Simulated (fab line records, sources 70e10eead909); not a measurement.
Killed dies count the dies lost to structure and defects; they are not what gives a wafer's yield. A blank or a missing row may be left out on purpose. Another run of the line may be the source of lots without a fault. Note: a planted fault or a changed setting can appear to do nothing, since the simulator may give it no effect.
Which tool was responsible?    flow nandHarc    24 lots with 72 wafers sampled at 5 steps, on a route of 1302 steps

## WHAT THE GAUGES SHOWED, per wafer
NHARC_P_M0_INSPECT_11.
lot   measured      on                rawDefectCount
L075  day 6 17:29   defectInspect-01  4 10 5
L076  day 7 06:08   defectInspect-02  3 4 2
L077  day 7 11:17   defectInspect-01  2 0 3
L074  day 7 13:22   defectInspect-01  6 4 4
L078  day 7 18:16   defectInspect-01  8 3 6
L079  day 8 02:13   defectInspect-02  1 9 7
L080  day 8 14:24   defectInspect-01  10 7 7
L081  day 8 23:45   defectInspect-02  6 4 1
L082  day 9 14:17   defectInspect-02  5 16 12
L083  day 9 18:37   defectInspect-01  7 3 4
L085  day 10 15:17  defectInspect-01  4 3 2
L084  day 10 18:14  defectInspect-01  6 1 4
L086  day 11 01:47  defectInspect-01  2 2 8
L087  day 12 08:07  defectInspect-02  5 3 2
L088  day 12 08:40  defectInspect-01  2 4 4
L089  day 12 21:50  defectInspect-01  3 3 2
L090  day 12 23:11  defectInspect-01  6 2 2
L091  day 13 05:45  defectInspect-01  1 4 3
L093  day 13 17:31  defectInspect-01  1 0 1
L092  day 13 19:49  defectInspect-01  7 7 6
L094  day 14 06:41  defectInspect-01  2 7 11
L095  day 14 22:58  defectInspect-01  7 7 7
L096  day 15 03:11  defectInspect-01  3 3 2
L097  day 15 14:36  defectInspect-02  5 4 4

NHARC_P_BONDPAD_OVL_MEAS_38.
lot   measured      on          overlayXNm (nm)  overlayYNm (nm)
L075  day 7 07:01   overlay-02  -9 -9 -9         0 1 1
L076  day 7 19:10   overlay-02  1 1 1            8 8 8
L077  day 7 23:54   overlay-02  -4 -5 -5         4 4 5
L074  day 8 02:23   overlay-01  11 10 10         -1 -2 -2
L078  day 8 06:58   overlay-02  0 0 0            1 1 2
L079  day 8 14:45   overlay-02  -2 -3 -2         -6 -6 -6
L080  day 9 03:07   overlay-01  8 9 9            -2 -2 -1
L081  day 9 12:43   overlay-02  2 2 2            4 5 5
L082  day 10 02:38  overlay-02  -5 -6 -6         1 1 1
L083  day 10 07:23  overlay-02  -4 -5 -4         -1 -1 -1
L085  day 11 04:05  overlay-02  -2 -2 -2         1 2 2
L084  day 11 06:53  overlay-01  -2 -2 -2         10 11 12
L086  day 11 14:40  overlay-02  5 5 6            7 7 7
L087  day 12 20:41  overlay-01  4 3 4            -1 -1 -2
L088  day 12 21:49  overlay-01  4 5 5            8 8 8
L089  day 13 10:46  overlay-02  5 6 5            -3 -4 -3
L090  day 13 12:01  overlay-01  4 4 3            -1 -2 -2
L091  day 13 18:24  overlay-01  9 9 10           0 0 1
L093  day 14 06:28  overlay-01  -5 -6 -5         -1 -1 -1
L092  day 14 09:07  overlay-02  1 1 1            -5 -5 -5
L094  day 14 19:59  overlay-01  -1 -1 -1         -1 0 0
L095  day 15 11:49  overlay-01  6 6 6            3 3 3
L096  day 15 16:44  overlay-02  -6 -7 -5         13 13 12
L097  day 16 03:03  overlay-01  -1 -2 -2         -3 -3 -3

NHARC_P_BONDPAD_CD_MEAS_13.
lot   measured      on        cdNm (nm)
L075  day 7 07:28   cdSem-01  496.2 496.0 500.4
L076  day 7 19:37   cdSem-01  502.6 503.1 502.5
L077  day 8 00:20   cdSem-03  503.8 498.1 502.3
L074  day 8 02:50   cdSem-02  496.4 499.5 499.3
L078  day 8 07:25   cdSem-02  500.5 499.7 498.0
L079  day 8 15:11   cdSem-01  502.8 503.5 500.9
L080  day 9 03:34   cdSem-03  500.7 501.5 497.4
L081  day 9 13:10   cdSem-03  500.8 505.8 502.7
L082  day 10 03:05  cdSem-03  501.4 502.6 501.1
L083  day 10 07:52  cdSem-03  502.1 503.8 502.7
L085  day 11 04:32  cdSem-02  502.9 496.3 501.0
L084  day 11 07:22  cdSem-01  499.8 501.4 501.6
L086  day 11 15:06  cdSem-02  501.1 499.4 503.7
L087  day 12 21:07  cdSem-03  502.7 504.2 503.6
L088  day 12 22:18  cdSem-02  500.3 500.9 501.3
L089  day 13 11:12  cdSem-03  496.7 497.5 497.6
L090  day 13 12:28  cdSem-02  503.9 501.1 502.9
L091  day 13 18:51  cdSem-01  496.6 500.3 499.5
L093  day 14 06:54  cdSem-03  502.5 505.7 504.3
L092  day 14 09:36  cdSem-02  498.0 498.9 498.2
L094  day 14 20:26  cdSem-02  499.0 501.3 502.9
L095  day 15 12:16  cdSem-03  500.4 499.7 499.9
L096  day 15 17:11  cdSem-03  504.6 505.6 504.0
L097  day 16 03:32  cdSem-02  501.7 498.4 501.7

## EACH LOT AND THE TOOL THAT RAN IT (in order: tool; ch and the chambers of the sampled wafers; start)
lot   NHARC_P_M0_PRE_CLEAN_29                 NHARC_P_M2_DEGAS_29
L075  pvdSputter-03, day 7 03:23 or earlier   pvdSputter-02, day 7 03:23
L076  pvdSputter-03, day 7 15:37 or earlier   pvdSputter-02, day 7 15:37
L077  pvdSputter-03, day 7 20:38 or earlier   pvdSputter-03, day 7 20:38
L074  pvdSputter-01, day 7 23:04 or earlier   pvdSputter-03, day 7 23:04
L078  pvdSputter-02, day 8 03:34 or earlier   pvdSputter-01, day 8 03:34
L079  pvdSputter-01, day 8 11:25 or earlier   pvdSputter-01, day 8 11:25
L080  pvdSputter-02, day 8 23:50 or earlier   pvdSputter-01, day 8 23:50
L081  pvdSputter-03, day 9 09:25 or earlier   pvdSputter-01, day 9 09:25
L082  pvdSputter-03, day 9 23:21 or earlier   pvdSputter-03, day 9 23:21
L083  pvdSputter-01, day 10 03:58 or earlier  pvdSputter-01, day 10 03:58
L085  pvdSputter-02, day 11 00:42 or earlier  pvdSputter-01, day 11 00:42
L084  pvdSputter-03, day 11 03:21 or earlier  pvdSputter-03, day 11 03:21
L086  pvdSputter-02, day 11 11:14 or earlier  pvdSputter-03, day 11 11:14
L087  pvdSputter-02, day 12 17:23 or earlier  pvdSputter-02, day 12 17:23
L088  pvdSputter-01, day 12 18:25 or earlier  pvdSputter-03, day 12 18:25
L089  pvdSputter-01, day 13 07:18 or earlier  pvdSputter-02, day 13 07:18
L090  pvdSputter-03, day 13 08:35 or earlier  pvdSputter-03, day 13 08:35
L091  pvdSputter-01, day 13 15:02 or earlier  pvdSputter-03, day 13 15:02
L093  pvdSputter-02, day 14 03:07 or earlier  pvdSputter-01, day 14 03:07
L092  pvdSputter-03, day 14 05:31 or earlier  pvdSputter-03, day 14 05:31
L094  pvdSputter-02, day 14 16:35 or earlier  pvdSputter-03, day 14 16:35
L095  pvdSputter-02, day 15 08:23 or earlier  pvdSputter-01, day 15 08:23
L096  pvdSputter-01, day 15 13:19 or earlier  pvdSputter-02, day 15 13:19
L097  pvdSputter-01, day 15 23:45 or earlier  pvdSputter-03, day 15 23:45
- NHARC_P_M0_PRE_CLEAN_29: time 30 s.
- NHARC_P_M2_DEGAS_29: time 60 s.

## AS READ BY THE TOOLS THEMSELVES (means over the sampled wafers that have a number; for cases with no such wafer, the mark the record gives instead)
NHARC_P_M0_PRE_CLEAN_29.
lot   tool           heaterPowerW (W)
L075  pvdSputter-03  390
L076  pvdSputter-03  400
L077  pvdSputter-03  398
L074  pvdSputter-01  407
L078  pvdSputter-02  387
L079  pvdSputter-01  426
L080  pvdSputter-02  403
L081  pvdSputter-03  423
L082  pvdSputter-03  430
L083  pvdSputter-01  432
L085  pvdSputter-02  394
L084  pvdSputter-03  375
L086  pvdSputter-02  355
L087  pvdSputter-02  408
L088  pvdSputter-01  398
L089  pvdSputter-01  432
L090  pvdSputter-03  396
L091  pvdSputter-01  383
L093  pvdSputter-02  384
L092  pvdSputter-03  396
L094  pvdSputter-02  405
L095  pvdSputter-02  378
L096  pvdSputter-01  392
L097  pvdSputter-01  414

NHARC_P_M2_DEGAS_29.
lot   tool           heaterPowerW (W)
L075  pvdSputter-02  317
L076  pvdSputter-02  348
L077  pvdSputter-03  325
L074  pvdSputter-03  310
L078  pvdSputter-01  351
L079  pvdSputter-01  370
L080  pvdSputter-01  316
L081  pvdSputter-01  371
L082  pvdSputter-03  333
L083  pvdSputter-01  344
L085  pvdSputter-01  350
L084  pvdSputter-03  358
L086  pvdSputter-03  303
L087  pvdSputter-02  321
L088  pvdSputter-03  344
L089  pvdSputter-02  332
L090  pvdSputter-03  334
L091  pvdSputter-03  341
L093  pvdSputter-01  331
L092  pvdSputter-03  327
L094  pvdSputter-03  330
L095  pvdSputter-01  336
L096  pvdSputter-02  315
L097  pvdSputter-03  337

## THE ANSWER, worked out from the rows above alone
Rule: usual is defined by the lots themselves. The widest of any qualifying gaps counts: lots, ordered by their means at a reading, are off when they make up no more than a third of the lots, leave a main group of 4 or more, and stand apart from it by 3 or more times the standard deviation of that group's means. The tables above print the reading to a certain number of digits; a main group whose means all agree to those digits is not used. Also off: a lot with no number at a reading for which 4 or more lots have one. All remaining lots with rows at the step are treated as sound. First the gauges in route order, then the tools' own readings, where a lot's mean is used as printed above. At the first step where some lot is off, the reading lying furthest off is the one used; lots without a number count as furthest.
No lot is off at any reading shown: from this, nothing can be told.

## WHAT WAS PUT IN BY THE SIMULATOR
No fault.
